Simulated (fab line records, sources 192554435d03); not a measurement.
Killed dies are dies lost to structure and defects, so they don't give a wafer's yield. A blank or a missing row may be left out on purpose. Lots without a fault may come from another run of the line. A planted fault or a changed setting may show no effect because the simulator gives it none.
Chamber matching | flow n5_finfet | N5_GATE_CUT_DESCUM_18 on rie_diel-02: 4 sister chambers
The step chemistry O2, time 7 s. 4 wafers are shown with their chamber, then 9 later ones without.

WAFERS WITH THEIR CHAMBER
wafer  | chamber | drypump_motor_current_A (A)
L086.1 | 2       | 4.9
L086.3 | 1       | 6.2
L091.4 | 3       | 5.9
L091.5 | 0       | 5.8

WAFERS WITHOUT THEIR CHAMBER
wafer  | drypump_motor_current_A (A)
L095.2 | 5.7
L095.3 | 6.1
L095.5 | 5.9
L096.2 | 6.2
L096.4 | 5.9
L096.6 | 5.7
L097.2 | 5.7
L097.3 | 6.2
L097.6 | 5.7

WHICH CHAMBER EACH WENT THROUGH
wafer  | from the rows above     | in truth
L095.2 | can't be placed: 0 or 3 | 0
L095.3 | can't be placed: 1 or 3 | 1
L095.5 | can't be placed: 3 or 0 | 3
L096.2 | 1                       | 1
L096.4 | can't be placed: 3 or 0 | 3
L096.6 | can't be placed: 0 or 3 | 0
L097.2 | can't be placed: 0 or 3 | 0
L097.3 | 1                       | 1
L097.6 | can't be placed: 0 or 3 | 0
Placed correctly: 2 of 9. Can't be placed from these rows: 7 (the true chamber is among the candidates in 7). Placed wrongly: 0.
How it was worked out, from the rows above alone: a wafer's distance from a chamber is the root of the sum, over the readings, of the square of ((its reading less the chamber's mean) divided by the reading's scatter). The wafer belongs to the nearest chamber; if the next one is less than 2 further off, it can't be placed. A chamber's mean is the mean of its shown wafers. The scatter: with one shown wafer a chamber, the root of the mean of the squares of how far each hidden wafer lies from its nearest shown one.
